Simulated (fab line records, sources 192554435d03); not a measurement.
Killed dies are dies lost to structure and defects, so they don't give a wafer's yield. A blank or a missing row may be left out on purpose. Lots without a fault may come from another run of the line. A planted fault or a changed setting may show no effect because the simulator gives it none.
fab line records | flow n5_finfet
record lots=10 wafers=27 last_day=20
route steps=1938 shown MOL_CONTACT_COAG@529 BEOL_M4@1111 PASSIVATION@1936
lots that met no fault: from a run of the same line without faults
start_h: hours from the record's first day to the start of the lot's first wafer shown | wait_h: hours since the lot's step before | " the same as in the row above | L1.1+2: a row that stands for several wafers | - no value, or no start given | * or withheld: withheld | < > ~ a bound
route shown NAME@n: a module of which the file shows steps, and the number in the route of the first | usual: mean/standard deviation of fault-free wafers | same: alike in all rows | chamber/n: place in a boat | sites: the reading at each site | _std_site: their standard deviation | _edge_site: outer sites' mean less inner sites' | radius_mm: how far each site lies from the wafer's centre | mask NAME#n: copy n | behind: the tool/chamber that last shaped the wafer | hold: why the lot was held/for how many hours/how that ended | device: the transistor (n, p or np) that didn't switch | end of line: the same wafers' tests at the end of the route | a step without rows: its recipe alone | killed: dies lost to structure and defects at the first sort, not the wafer's yield | map: a wafer's dies, x killed, . not, _ none there
set.NAME: the setting as run; set.NAME@STEP: as run at that earlier step | model.NAME: the simulator's own value behind a step, which no gauge read
steps of the route over a sample of lots; a table a step, a row a wafer
services: from which hour (start_h, from the record's first day; less than 0 if before it) a tool's chamber was out of use, for how many hours, and why
## steps
# step N5_MOL_CONTACT_COAG_DESCUM_13
# recipe chemistry=O2 time_s=7 source_power_w=50 bias_power_w=20 pressure_mtorr=20 rf_frequency_hz=2.712e+07 temp_c=40 resist=CAR-EUV o2_flow_sccm=225
# usual drypump_motor_current_A=5.8/0.53 o2_flow_sccm=225.1/0.67 oes_product_au=0.74/0.072 rf_vpp_V=243.3/1.4 showerhead_plenum_p_Torr=2.10/0.082 throttle_valve_pct=20.45/0.29
# columns lot.wafer tool chamber start_h wait_h drypump_motor_current_A o2_flow_sccm oes_product_au rf_hours_counter_h rf_vpp_V showerhead_plenum_p_Torr throttle_valve_pct
L510.2 rie_diel-03 0 87.97 0.0 4.8 225.8 0.68 224 241.6 2.07 20.35
L510.3 " 1 " " 6.0 224.5 0.80 120 244.3 2.21 20.92
L510.4 " 2 " " 5.6 224.9 0.76 142 242.4 2.00 20.29
L512.3 rie_diel-06 2 105.57 0.0 6.2 225.3 0.70 195 246.0 2.18 20.58
L512.4 " 3 " " 6.7 225.3 0.73 196 243.6 2.15 20.22
L512.5 " 0 " " 5.9 224.6 0.75 - 244.8 2.16 20.41
L513.3 rie_diel-06 2 111.84 0.2 6.2 224.5 0.71 197 245.2 2.18 20.56
L513.4 " 3 " " 6.8 225.8 0.72 199 243.6 2.15 20.23
L513.5 " 2 " " 6.2 225.5 0.70 - 244.4 2.18 20.59
L518.4 rie_diel-06 1 140.29 0.0 5.2 226.3 0.71 183 244.5 2.19 20.51
L518.6 " 2 " " 6.2 224.5 0.69 - 245.4 2.18 20.58
L520.2 rie_diel-02 2 149.73 0.0 5.2 223.4 0.68 231 243.3 2.06 20.41
L520.4 " 0 " " 6.1 224.9 0.98 5 245.6 2.24 19.87
L522.2 rie_diel-03 3 160.87 0.3 6.1 224.6 0.68 224 241.6 1.98 20.39
L522.4 " 1 " " 5.9 225.1 0.77 149 244.9 2.20 20.96
L524.3 rie_diel-06 0 174.07 0.3 5.9 225.2 0.74 185 243.3 2.15 20.44
L524.5 " 0 " " 5.9 226.6 0.73 - 244.5 2.15 20.44
L524.6 " 3 " " 6.8 225.3 0.71 - 243.5 2.14 20.26
L529.3 rie_diel-02 3 201.24 0.0 6.3 226.1 0.73 187 242.7 2.00 20.15
L529.5 " 2 " " 5.2 225.2 0.67 - 242.3 2.06 20.44
L529.6 " 3 " " 6.4 226.5 0.73 - 241.5 2.00 20.16
L531.1 rie_diel-02 3 213.02 0.3 6.4 226.1 0.71 191 241.0 1.99 20.18
L531.2 " 1 " " 5.5 224.3 0.71 222 243.3 2.08 20.85
L531.3 " 2 " " 5.2 224.6 0.67 252 241.7 2.06 20.44
L533.3 rie_diel-03 1 224.43 0.5 5.9 224.8 0.76 175 244.3 2.19 21.00
L533.5 " 3 " " 6.1 224.2 0.67 - 242.0 1.97 20.40
L533.6 " 0 " " 4.9 225.2 0.93 - 243.0 2.06 20.09
# step N5_MOL_CONTACT_COAG_ANNEAL_113
# recipe temp_c=400 time_s=300 ambient=H2/N2
# usual lamp_power_pct=2.58/0.074 lamp_zone_5_pct=2.58/0.074 wafer_temp_C_max=401.6/0.31
# columns lot.wafer tool chamber start_h wait_h lamp_power_pct lamp_zone_5_pct wafer_temp_C_max
L510.2 rtp_anneal-01 0 92.15 0.7 2.67 2.67 401.1
L510.3 " 0 " " 2.67 2.67 401.4
L510.4 " 0 " " 2.67 2.66 401.2
L512.3 rtp_anneal-02 0 109.43 0.7 2.52 2.51 401.6
L512.4 " 0 " " 2.51 2.51 401.6
L512.5 " 0 " " 2.51 2.52 402.1
L513.3 rtp_anneal-02 0 114.85 0.6 2.51 2.52 401.1
L513.4 " 0 " " 2.51 2.52 401.5
L513.5 " 0 " " 2.52 2.51 401.4
L518.4 rtp_anneal-02 0 143.87 0.5 2.52 2.51 401.7
L518.6 " 0 " " 2.52 2.51 401.6
L520.2 rtp_anneal-01 0 153.72 0.5 2.66 2.67 401.6
L520.4 " 0 " " 2.67 2.66 401.9
L522.2 rtp_anneal-02 0 164.72 0.5 2.52 2.52 401.5
L522.4 " 0 " " 2.51 2.52 401.4
L524.3 rtp_anneal-02 0 176.74 0.6 2.52 2.51 402.0
L524.5 " 0 " " 2.52 2.52 401.6
L524.6 " 0 " " 2.51 2.52 401.4
L529.3 rtp_anneal-01 0 205.83 0.6 2.66 2.66 401.2
L529.5 " 0 " " 2.66 2.66 401.4
L529.6 " 0 " " 2.67 2.66 401.8
L531.1 rtp_anneal-02 0 215.82 0.4 2.52 2.52 402.1
L531.2 " 0 " " 2.52 2.51 401.4
L531.3 " 0 " " 2.52 2.52 401.8
L533.3 rtp_anneal-02 0 228.11 0.6 2.52 2.52 401.3
L533.5 " 0 " " 2.52 2.51 401.6
L533.6 " 0 " " 2.52 2.52 402.1
# step N5_MOL_CONTACT_COAG_PRE_CLEAN_142
# recipe gas=H2/He time_s=60 temp_c=300
# usual heater_power_w=472/65
# columns lot.wafer tool chamber start_h wait_h heater_power_w
L510.2 pvd_sputter-03 - 93.48 1.2 471
L510.3 " - " " 437
L510.4 " - " " 591
L512.3 pvd_sputter-02 - 111.93 2.3 417
L512.4 " - " " 449
L512.5 " - " " 498
L513.3 pvd_sputter-03 - 116.22 1.2 589
L513.4 " - " " 435
L513.5 " - " " 447
L518.4 pvd_sputter-03 - 144.81 0.8 453
L518.6 " - " " 589
L520.2 pvd_sputter-02 - 155.77 1.9 612
L520.4 " - " " 488
L522.2 pvd_sputter-01 - 167.93 3.1 449
L522.4 " - " " 492
L524.3 pvd_sputter-03 - 180.49 3.6 439
L524.5 " - " " 391
L524.6 " - " " 447
L529.3 pvd_sputter-02 - 208.22 2.2 420
L529.5 " - " " 416
L529.6 " - " " 593
L531.1 pvd_sputter-01 - 219.95 4.0 442
L531.2 " - " " 395
L531.3 " - " " 445
L533.3 pvd_sputter-01 - 231.10 2.8 437
L533.5 " - " " 498
L533.6 " - " " 397
# step N5_MOL_CONTACT_COAG_ALD_27
# recipe material=SiOC target_thk_a=170 temp_c=400 ald_precursor_family=carbosiloxane ald_co_reactant=H2-plasma pulse_time_s=1.5 time_s=2720 purge_time_s=2 co_reactant_purge_time_s=2 ald_cycles=340 pressure_torr=2
# usual ald_cycles=340/0 heater_power_w=843/74 precursor_pulse_height_rel=1.003/0.019 run_length_s=2769.7/0.71 time_s=2720/0
# columns lot.wafer tool chamber start_h wait_h ald_cycles heater_power_w precursor_pulse_height_rel run_length_s time_s
L510.2 ald_sin-03 2 94.58 0.0 340 942 1.018 2771.1 2720
L510.3 " 1 " " 340 892 1.008 2769.8 2720
L510.4 " 1 " " 340 905 0.996 2769.5 2720
L512.3 ald_sin-01 3 113.48 0.0 340 751 0.994 2770.2 2720
L512.4 " 1 " " 340 970 1.017 2769.1 2720
L512.5 " 2 " " 340 863 0.980 2769.8 2720
L513.3 ald_sin-02 1 117.28 0.0 340 873 0.989 2769.3 2720
L513.4 " 3 " " 340 921 0.986 2769.9 2720
L513.5 " 0 " " 340 760 0.988 2769.0 2720
L518.4 ald_sin-02 2 145.87 0.0 175 816 1.018 1449.2 1400
L518.6 " 3 " " 340 898 1.024 2769.4 2720
L520.2 ald_sin-02 2 156.84 0.0 175 807 1.029 1449.8 1400
L520.4 " 1 " " 175 858 1.001 1449.2 1400
L522.2 ald_sin-02 3 169.44 0.0 175 885 0.999 1450.1 1400
L522.4 " 2 " " 175 793 0.992 1449.1 1400
L524.3 ald_sin-03 0 182.27 0.7 340 729 1.031 2769.5 2720
L524.5 " 1 " " 340 888 0.993 2769.6 2720
L524.6 " 0 " " 340 718 1.043 2769.6 2720
L529.3 ald_sin-03 1 209.28 0.0 340 914 1.034 2769.3 2720
L529.5 " 1 " " 340 919 1.004 2770.1 2720
L529.6 " 2 " " 340 936 0.974 2771.1 2720
L531.1 ald_sin-03 2 221.04 0.0 340 918 1.026 2770.7 2720
L531.2 " 1 " " 340 901 1.037 2769.3 2720
L531.3 " 3 " " 340 802 1.021 2770.2 2720
L533.3 ald_sin-02 2 232.16 0.0 340 731 0.998 2769.0 2720
L533.5 " 3 " " 340 960 1.006 2770.1 2720
L533.6 " 0 " " 340 788 1.004 2769.3 2720
# step N5_BEOL_M4_RC_MEAS_101
# usual DIBL_N=36.3/1.6 DIBL_P=36.4/2.1 IOFF_N=0.16/0.032 IOFF_P=0.22/0.044 ION_N=675/12 ION_P=463/8.3 SS_N=71.6/0.64 SS_P=73.3/0.67 VT_N=250/3.3 VT_P=-250/3.7
# columns lot.wafer tool chamber start_h wait_h DIBL_N[mV/V] DIBL_P[mV/V] IOFF_N[nA/um] IOFF_P[nA/um] ION_N[uA/um] ION_P[uA/um] SS_N[mV/dec] SS_P[mV/dec] VT_N[mV] VT_P[mV]
L512.3 prober-01 0 209.26 0.3 37.6 38.7 0.17 0.21 675 462 72.0 73.9 248 -250
L512.4 " 0 " " 35.8 35.3 0.13 0.16 672 452 71.6 72.1 252 -256
L512.5 " 0 " " 35.0 35.0 0.12 0.16 666 455 70.9 72.7 252 -255
L510.2 prober-01 0 221.38 0.2 33.9 34.4 0.12 0.18 664 454 70.7 72.0 254 -252
L510.3 " 0 " " 35.8 36.6 0.16 0.21 683 466 71.1 72.7 250 -253
L510.4 " 0 " " 33.8 33.3 0.12 0.17 663 460 71.6 72.3 252 -254
L513.3 prober-02 0 226.43 0.3 38.8 38.2 0.18 0.23 684 466 71.7 73.9 252 -247
L513.4 " 0 " " 35.0 33.1 0.12 0.16 666 455 70.6 73.1 256 -255
L513.5 " 0 " " 36.4 35.1 0.15 0.20 686 464 71.9 73.5 251 -251
L518.4 prober-01 0 255.17 0.5 38.2 39.1 0.18 0.32 683 477 71.7 73.5 249 -244
L518.6 " 0 " " 37.8 37.9 0.18 0.31 686 484 72.3 73.8 247 -240
L522.2 prober-01 0 279.55 0.2 37.1 37.6 0.17 0.23 692 464 72.2 73.9 248 -250
L522.4 " 0 " " 35.6 34.2 0.13 0.18 670 453 71.1 72.9 251 -253
L520.2 prober-01 0 284.45 0.2 37.5 36.6 0.17 0.23 674 463 71.9 73.4 247 -249
L520.4 " 0 " " 38.0 38.8 0.20 0.28 689 475 71.8 73.5 246 -247
L524.3 prober-02 0 300.57 0.3 35.9 34.6 0.14 0.19 661 454 72.3 73.2 251 -250
L524.5 " 0 " " 38.0 38.2 0.19 0.24 675 463 71.3 73.5 246 -249
L524.6 " 0 " " 36.0 35.5 0.15 0.20 661 457 71.9 73.4 251 -250
L529.3 prober-02 0 317.36 0.3 34.3 32.5 0.10 0.13 642 435 70.7 72.8 257 -258
L529.5 " 0 " " 34.8 33.8 0.12 0.14 676 460 71.0 73.8 253 -256
L529.6 " 0 " " 33.7 31.3 0.09 0.12 651 442 70.2 71.9 258 -259
L531.1 prober-02 0 350.85 0.0 35.6 35.1 0.12 0.18 648 450 71.4 73.4 255 -253
L531.2 " 0 " " 34.9 34.2 0.12 0.17 672 464 70.7 73.2 254 -251
L531.3 " 0 " " 36.8 35.7 0.14 0.19 667 461 70.9 72.4 252 -253
L533.3 prober-01 0 381.41 0.3 35.7 34.9 0.15 0.21 665 459 71.9 72.9 250 -250
L533.5 " 0 " " 37.1 36.6 0.17 0.23 670 462 72.6 73.0 248 -248
L533.6 " 0 " " 35.8 35.0 0.15 0.21 680 463 72.4 72.9 253 -251
# step N5_PASSIVATION_PROBE_49
# usual defect_limited_yield=91.4/1.2 killed_at_M0_to_M3=35/11 killed_at_M4_up=14/6 killed_at_contacts=12/6.7 killed_at_front_end=37/9.7 killed_at_other=3.5/2.5 killed_dies=102/15 killed_on_rim=13/3.6 killed_open=67/12 killed_short=33/7.3 sort_bin_5_function=5.1/0.81 sort_bin_6_memory=3.2/0.65 sort_bin_8_speed=0.00/0.021 sort_n_pass=1078/15 sort_yield_pct=91.4/1.2
# same gross_dies=1180 killed_at_back_side=0 sort_bin_4_leakage[%]=0
# columns lot.wafer tool chamber start_h wait_h defect_limited_yield[%] killed_at_M0_to_M3 killed_at_M4_up killed_at_contacts killed_at_front_end killed_at_other killed_dies killed_on_rim killed_open killed_short sort_bin_5_function[%] sort_bin_6_memory[%] sort_bin_8_speed[%] sort_n_pass sort_yield_pct[%]
L510.2 prober-02 - 343.94 0.1 91.7 25 36 11 25 1 98 12 68 26 4.2 3.8 0 1082 91.7
L510.3 prober-02 - 343.99 0.1 93.8 21 21 8 20 3 73 10 46 23 3.8 1.8 0 1107 93.8
L510.4 prober-02 - 344.04 0.2 91.2 53 13 16 19 3 104 10 66 36 5.2 3.3 0 1076 91.2
L513.3 prober-01 - 353.66 0.1 93.7 9 14 3 44 4 74 14 52 22 3.4 2.6 0 1106 93.7
L513.4 prober-01 - 353.71 0.2 91.6 32 15 13 35 4 99 13 65 31 5.3 3.1 0 1081 91.6
L513.5 prober-01 - 353.76 0.2 92.7 27 11 10 37 1 86 12 49 36 4.2 2.9 0 1094 92.7
L518.4 prober-01 - 372.92 0.2 91.3 36 17 15 35 0 103 12 70 33 5.8 2.6 0 1077 91.3
L518.6 prober-01 - 373.02 0.3 92.2 36 16 12 24 4 92 11 57 34 4.4 2.9 0 1088 92.2
L522.2 prober-02 - 381.59 0.3 91.3 32 30 12 25 4 103 13 70 33 5.6 2.8 0 1077 91.3
L522.4 prober-02 - 381.69 0.4 93.7 31 10 4 28 1 74 11 46 27 3.8 2.3 0 1106 93.7
L520.2 prober-02 - 390.24 0.1 92.0 34 7 10 38 5 94 12 63 31 4.7 3.1 0 1086 92.0
L520.4 prober-02 - 390.34 0.2 91.4 38 14 5 39 5 101 12 58 43 4.7 3.5 0 1079 91.4
L524.3 prober-02 - 408.47 0.1 91.0 36 13 15 40 2 106 14 66 40 5.3 3.1 0 1074 91.0
L524.5 prober-02 - 408.57 0.2 92.5 27 15 10 36 1 89 16 58 31 3.8 3.1 0 1091 92.5
L524.6 prober-02 - 408.62 0.3 91.7 40 18 8 29 3 98 12 62 35 4.8 3.1 0 1082 91.7
L531.1 prober-01 - 460.16 0.0 94.0 21 6 7 37 0 71 13 44 19 3.1 1.8 0 1109 94.0
L531.2 prober-01 - 460.21 0.1 93.8 29 8 3 32 1 73 10 46 26 4.8 1.0 0 1107 93.8
L531.3 prober-01 - 460.26 0.1 93.1 18 6 4 52 2 82 9 53 28 3.1 3.6 0 1098 93.1
# killed by level:class
L510.2 BEOL_M4:geometric_particle:open=18 MOL_CONTACT_COAG:geometric_particle:open=10 STI_FIN_REVEAL:geometric_particle:open=9 BEOL_M0_SAQP:geometric_particle:short=6 BEOL_M0_SAQP:geometric_particle:open=6 BEOL_M4:geometric_particle:short=6 BEOL_M2:geometric_particle:open=5 BEOL_M3:geometric_particle:open=5
L510.3 BEOL_M4:geometric_particle:open=10 BEOL_M0_SAQP:geometric_particle:short=6 BEOL_M0_SAQP:geometric_particle:open=6 STI_FIN_REVEAL:geometric_particle:open=5 MOL_CONTACT_COAG:geometric_particle:short=4 MOL_CONTACT_COAG:geometric_particle:open=4 STI_FIN_REVEAL:geometric_particle:short=3 BEOL_M2:geometric_particle:open=3
L510.4 BEOL_M0_SAQP:geometric_particle:short=16 MOL_CONTACT_COAG:geometric_particle:open=12 BEOL_M2:geometric_particle:open=12 BEOL_M0_SAQP:geometric_particle:open=11 BEOL_M4:geometric_particle:open=6 DUMMY_GATE:geometric_particle:open=5 BEOL_M1:geometric_particle:open=5 MOL_CONTACT_COAG:geometric_particle:short=4
L513.3 FIN_SAQP:geometric_particle:open=14 STI_FIN_REVEAL:geometric_particle:open=7 BEOL_M4:geometric_particle:open=7 FIN_SAQP:geometric_particle:short=6 STARTING-WAFER:geometric_particle:open=4 ILD0:geometric_particle:open=3 BEOL_M0_SAQP:geometric_particle:open=3 ILD0:geometric_particle:short=2
L513.4 FIN_SAQP:geometric_particle:open=14 BEOL_M3:geometric_particle:open=11 MOL_CONTACT_COAG:geometric_particle:open=9 BEOL_M2:geometric_particle:open=6 GATE_CUT:geometric_particle:short=5 BEOL_M0_SAQP:geometric_particle:short=5 BEOL_M4:geometric_particle:open=5 MOL_CONTACT_COAG:geometric_particle:short=4
L513.5 FIN_SAQP:geometric_particle:short=9 MOL_CONTACT_COAG:geometric_particle:open=9 BEOL_M0_SAQP:geometric_particle:short=8 GATE_CUT:geometric_particle:short=7 BEOL_M2:geometric_particle:open=6 FIN_SAQP:geometric_particle:open=5 STI_FIN_REVEAL:geometric_particle:open=5 ILD0:geometric_particle:short=3
L518.4 MOL_CONTACT_COAG:geometric_particle:open=14 BEOL_M0_SAQP:geometric_particle:open=13 BEOL_M4:geometric_particle:open=9 FIN_SAQP:geometric_particle:short=7 BEOL_M0_SAQP:geometric_particle:short=6 FIN_SAQP:geometric_particle:open=5 DUMMY_GATE:geometric_particle:open=5 BEOL_M3:geometric_particle:open=4
L518.6 MOL_CONTACT_COAG:geometric_particle:open=10 BEOL_M0_SAQP:geometric_particle:short=10 BEOL_M0_SAQP:geometric_particle:open=6 BEOL_M8:geometric_particle:open=5 STI_FIN_REVEAL:geometric_particle:open=4 BEOL_M0:geometric_particle:open=4 BEOL_M2:geometric_particle:open=4 FIN_SAQP:geometric_particle:short=3
L522.2 BEOL_M4:geometric_particle:open=14 MOL_CONTACT_COAG:geometric_particle:open=11 BEOL_M0_SAQP:geometric_particle:short=10 BEOL_M3:geometric_particle:open=6 FIN_SAQP:geometric_particle:open=5 STI_FIN_REVEAL:geometric_particle:open=5 FIN_SAQP:geometric_particle:short=4 BEOL_M0_SAQP:geometric_particle:open=4
L522.4 FIN_SAQP:geometric_particle:short=9 BEOL_M0_SAQP:geometric_particle:open=5 BEOL_M1:geometric_particle:open=5 BEOL_M3:geometric_particle:open=5 FIN_SAQP:geometric_particle:open=4 STI_FIN_REVEAL:geometric_particle:open=4 BEOL_M0:geometric_particle:open=4 BEOL_M2:geometric_particle:open=4
L520.2 BEOL_M3:geometric_particle:open=12 STI_FIN_REVEAL:geometric_particle:open=9 MOL_CONTACT_COAG:geometric_particle:open=9 FIN_SAQP:geometric_particle:short=8 FIN_SAQP:geometric_particle:open=6 BEOL_M1:geometric_particle:open=6 DUMMY_GATE:geometric_particle:open=3 GATE_CUT:geometric_particle:short=3
L520.4 BEOL_M0_SAQP:geometric_particle:short=12 BEOL_M3:geometric_particle:open=10 GATE_CUT:geometric_particle:open=7 BEOL_M0_SAQP:geometric_particle:open=7 FIN_SAQP:geometric_particle:short=6 FIN_SAQP:geometric_particle:open=4 STI_FIN_REVEAL:geometric_particle:open=4 GATE_CUT:geometric_particle:short=4
L524.3 MOL_CONTACT_COAG:geometric_particle:open=15 FIN_SAQP:geometric_particle:short=10 FIN_SAQP:geometric_particle:open=9 GATE_CUT:geometric_particle:short=9 BEOL_M3:geometric_particle:open=8 BEOL_M2:geometric_particle:open=8 BEOL_M0_SAQP:geometric_particle:short=6 BEOL_M4:geometric_particle:open=6
L524.5 FIN_SAQP:geometric_particle:open=9 BEOL_M0_SAQP:geometric_particle:short=8 BEOL_M4:geometric_particle:open=8 MOL_CONTACT_COAG:geometric_particle:open=7 BEOL_M1:geometric_particle:open=7 GATE_CUT:geometric_particle:short=5 BEOL_M3:geometric_particle:open=5 STARTING-WAFER:geometric_particle:short=5
L524.6 BEOL_M1:geometric_particle:open=12 FIN_SAQP:geometric_particle:open=8 BEOL_M0_SAQP:geometric_particle:open=7 FIN_SAQP:geometric_particle:short=6 MOL_CONTACT_COAG:geometric_particle:open=6 BEOL_M4:geometric_particle:open=6 BEOL_M3:geometric_particle:open=5 BEOL_M2:geometric_particle:open=5
L531.1 STI_FIN_REVEAL:geometric_particle:open=9 FIN_SAQP:geometric_particle:open=8 HKMG_FIN:area_etch=7 MOL_CONTACT_COAG:geometric_particle:open=6 BEOL_M0_SAQP:geometric_particle:open=5 BEOL_M1:geometric_particle:short=4 FIN_SAQP:geometric_particle:short=4 BEOL_M2:geometric_particle:open=4
L531.2 STI_FIN_REVEAL:geometric_particle:open=10 BEOL_M3:geometric_particle:open=10 FIN_SAQP:geometric_particle:open=7 FIN_SAQP:geometric_particle:short=6 STI_FIN_REVEAL:geometric_particle:short=5 BEOL_M0_SAQP:geometric_particle:short=5 BEOL_M2:geometric_particle:open=4 BEOL_M0_SAQP:geometric_particle:open=3
L531.3 FIN_SAQP:geometric_particle:short=14 STI_FIN_REVEAL:geometric_particle:open=12 FIN_SAQP:geometric_particle:open=10 BEOL_M3:geometric_particle:open=5 BEOL_M4:geometric_particle:open=5 STI_FIN_REVEAL:geometric_particle:short=4 DUMMY_GATE:geometric_particle:open=3 BEOL_M1:geometric_particle:open=3
## services
# columns tool chamber start_h hours kind
pvd_sputter-03 - 67.77 2.6 repair
rtp_anneal-01 - 68.38 2.8 pm
rtp_anneal-02 - 71.78 2.9 repair
rie_diel-03 2 77.09 4.3 repair
rie_diel-06 - 79.36 2.8 pm
ald_sin-03 3 83.57 6.5 repair
pvd_sputter-03 - 95.43 5.3 repair
ald_sin-03 3 111.15 14.7 repair
rie_diel-06 0 119.41 1.3 repair
rie_diel-03 2 127.70 2.8 repair
ald_sin-01 3 131.40 31.4 repair
pvd_sputter-02 - 134.10 2.2 repair
pvd_sputter-01 - 135.91 8.5 repair
pvd_sputter-03 - 147.37 0.7 repair
ald_sin-02 - 176.76 14.0 pm
ald_sin-02 0 176.76 14.0 vent_cycle
ald_sin-02 1 176.76 14.0 vent_cycle
ald_sin-02 2 176.76 14.0 vent_cycle
rie_diel-02 2 187.41 4.7 repair
ald_sin-03 2 191.18 3.0 repair
rie_diel-06 2 204.99 5.7 repair
rie_diel-02 0 209.63 4.7 repair
rie_diel-02 2 215.22 8.0 repair
rie_diel-03 2 232.24 9.5 repair
## key
first_sign step=N5_MOL_CONTACT_COAG_ALD_27 reading=ald_cycles direction=down sigmas=99+ usual=* struck=*
effect step=N5_MOL_CONTACT_COAG_ALD_27 reading=time_s direction=down sigmas=99+ usual=* struck=*
met_at N5_MOL_CONTACT_COAG_ALD_27
struck_lots L518,L520,L522
struck_wafers L518.4,L520.2,L520.4,L522.2,L522.4
not_acting_at N5_MOL_CONTACT_COAG_DESCUM_13,N5_MOL_CONTACT_COAG_ANNEAL_113,N5_MOL_CONTACT_COAG_PRE_CLEAN_142
onset_between 117.28 145.87
fault kind=process_parameter_drift tool=ald_sin-02 chamber=- onset_h=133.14 steps=N5_MOL_CONTACT_COAG_ALD_27 channel=ald_cycles offset=* shape=step end_h=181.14 scope=struck_wafers_only acts_in=* stated=*
